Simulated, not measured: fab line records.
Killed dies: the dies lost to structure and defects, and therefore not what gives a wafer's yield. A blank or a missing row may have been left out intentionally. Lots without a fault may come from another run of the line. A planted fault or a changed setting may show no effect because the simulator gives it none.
A single fault, viewed from 3 desks	flow n5-finfet	what lay behind the numbers comes last; until then each desk has only its own

## METROLOGY DESK
Lot by lot, what the gauges showed, no matter which tool ran the lot: averages of those sampled wafers that carry a number. Any lot whose mean is over 4 standard deviations away from the usual mean is out of limits and marked OUT; that distance is given in the brackets. Shown here are 7 of its 12 readings, the ones lying furthest out on some lot.
Columns: A = cd-nm at N5_BEOL_M0_CUTY_CD_MEAS_57, usual 199.6 nm; B = M0_ABLK_OVL at N5_BEOL_M0_CUTY_OVL_MEAS_58, usual -0.3 nm; C = DIBL_N at N5_BEOL_M4_RC_MEAS_101, usual 37.2 mV/V; D = DIBL_P at N5_BEOL_M4_RC_MEAS_101, usual 37.3 mV/V; E = IOFF_N at N5_BEOL_M4_RC_MEAS_101, usual 0.18 nA/um; F = ION_P at N5_BEOL_M4_RC_MEAS_101, usual 466 uA/um; G = VT_P at N5_BEOL_M4_RC_MEAS_101, usual -248 mV
lot	first seen here	A	B	C	D	E	F	G
L556	day 5 15:35	199.7	-1.0	39.4	39.4	0.21	464	-247
L562	day 7 06:35	200.6	-0.3	35.2	35.4	0.15	467	-250
L565	day 7 19:14	198.7	-0.8	33.0	33.6	0.14	473	-244
L567	day 8 14:23	199.2	-0.5	38.1	36.5	0.17	464	-248
L576	day 11 13:37	200.3	-1.0	38.1	36.8	0.17	470	-248
L577	day 11 13:46	200.3	0.9	36.5	36.8	0.17	463	-252
Finding of this desk: none of the 6 lots has anything out of limits.

## DESK OF THE TOOL OWNER: rie-diel-05
The tool's own readings at N5_BEOL_M0_ETCH_128 (etches SiCN in CF4/N2, target depth 12 nm, overetch 5.1 nm, time 21.4 s): means of the sampled wafers that have a number, for each lot that ran on this tool. Any lot whose mean is over 4 standard deviations away from the usual mean is out of limits and marked OUT; that distance is given in the brackets.
Columns: A = drypump-motor-current-A at N5_BEOL_M0_ETCH_128, usual 5.6 A; B = n2-flow-sccm at N5_BEOL_M0_ETCH_128, usual 60.00 sccm; C = oes-product-au at N5_BEOL_M0_ETCH_128, usual 0.55 a.u.; D = rf-vpp-V at N5_BEOL_M0_ETCH_128, usual 382.9 V; E = showerhead-plenum-p-Torr at N5_BEOL_M0_ETCH_128, usual 2.23 Torr; F = throttle-valve-pct at N5_BEOL_M0_ETCH_128, usual 15.46 %
lot	first seen here	A	B	C	D	E	F
L556	day 5 18:07	5.3	60.04	0.49	383.4	2.27	15.78
L562	day 7 08:29	5.2	59.88	0.60	385.1	2.32	15.26
L565	day 8 03:44	5.7	60.03	0.49	381.9	2.22	15.67
L567	day 8 15:27	5.3	60.25	0.55	384.5	2.30	15.39
Finding of this desk: none of the 4 lots has anything out of limits.

## THE DEFECT DESK
What the inspections along the route counted, lot by lot: means of the sampled wafers that have a number. Any lot whose mean is over 4 standard deviations away from the usual mean is out of limits and marked OUT; that distance is given in the brackets.
Columns: A = raw-defect-count at N5_BEOL_M0_CUTY_INSPECT_59, usual 2.1
lot	first seen here	A
L556	day 5 15:38	3.0
L562	day 7 06:39	2.0
L565	day 7 19:17	3.0
L567	day 8 14:27	1.0
L576	day 11 13:40	3.3
L577	day 11 13:49	2.0
Finding of this desk: none of the 6 lots has anything out of limits.

## BROUGHT TOGETHER
At the metrology desk, nothing out of limits was observed.
Nothing out of limits was seen by the tool owner's desk.
The defect desk saw nothing out of limits.

## WHAT HAD BEEN PUT IN BY THE SIMULATOR
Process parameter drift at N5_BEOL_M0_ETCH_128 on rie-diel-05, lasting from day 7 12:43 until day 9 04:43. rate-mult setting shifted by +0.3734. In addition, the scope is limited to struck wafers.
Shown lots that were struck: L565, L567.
